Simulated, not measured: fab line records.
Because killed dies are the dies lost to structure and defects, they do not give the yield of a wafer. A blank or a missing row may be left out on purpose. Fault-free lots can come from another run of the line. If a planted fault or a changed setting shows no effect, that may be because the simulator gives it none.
Which tool did it? | flow n5-finfet | 12 lots (36 wafers sampled), 1 step of a 1938-step route

== WHAT THE GAUGES SHOWED, per wafer ==
N5_FIN_CUT_OVL_MEAS_09.
lot  | measured    | on         | FIN_CUT_OVL (nm)
L075 | day 2 08:28 | overlay-01 | 0.1 -0.7 -0.2
L077 | day 2 21:07 | overlay-02 | -0.2 -0.7 -1.1
L079 | day 3 08:04 | overlay-02 | -0.5 -0.2 -0.1
L081 | day 3 20:01 | overlay-01 | -0.8 -0.2 -1.0
L083 | day 4 08:30 | overlay-01 | -0.5 -0.6 -1.0
L085 | day 4 20:35 | overlay-01 | -0.5 0.0 0.3
L087 | day 5 09:31 | overlay-01 | -1.7 -0.6 -0.7
L089 | day 5 22:23 | overlay-01 | 0.8 0.8 0.1
L091 | day 6 08:14 | overlay-01 | -0.4 -0.8 -0.5
L092 | day 7 00:20 | overlay-02 | -0.3 0.3 -0.4
L095 | day 7 08:22 | overlay-01 | -0.6 -1.0 -0.4
L097 | day 7 20:37 | overlay-01 | 1.1 0.3 0.5

== WHAT TOOL EACH LOT RAN ON (gives the tool, then ch and the chambers of the sampled wafers, and finally the start) ==
No process step before these readings appears in the record.

== THE ANSWER, worked out from the rows above alone ==
Rule: what is usual is taken from the lots themselves. Put in order of their means at a reading, lots are off if they are a third of the lots or fewer, leave a main group of 4 or more, and stand apart from it by a gap of 3 or more times the standard deviation of the main group's means; of several such gaps the widest counts. A main group is skipped when, at the precision printed for the reading in the tables above, its means are all equal. A lot without any number at a reading at which 4 lots or more have one is off too. The other lots that the step has rows for count as sound.
None of the lots is off at any reading shown; this tells nothing.

== WHAT WAS PUT IN BY THE SIMULATOR ==
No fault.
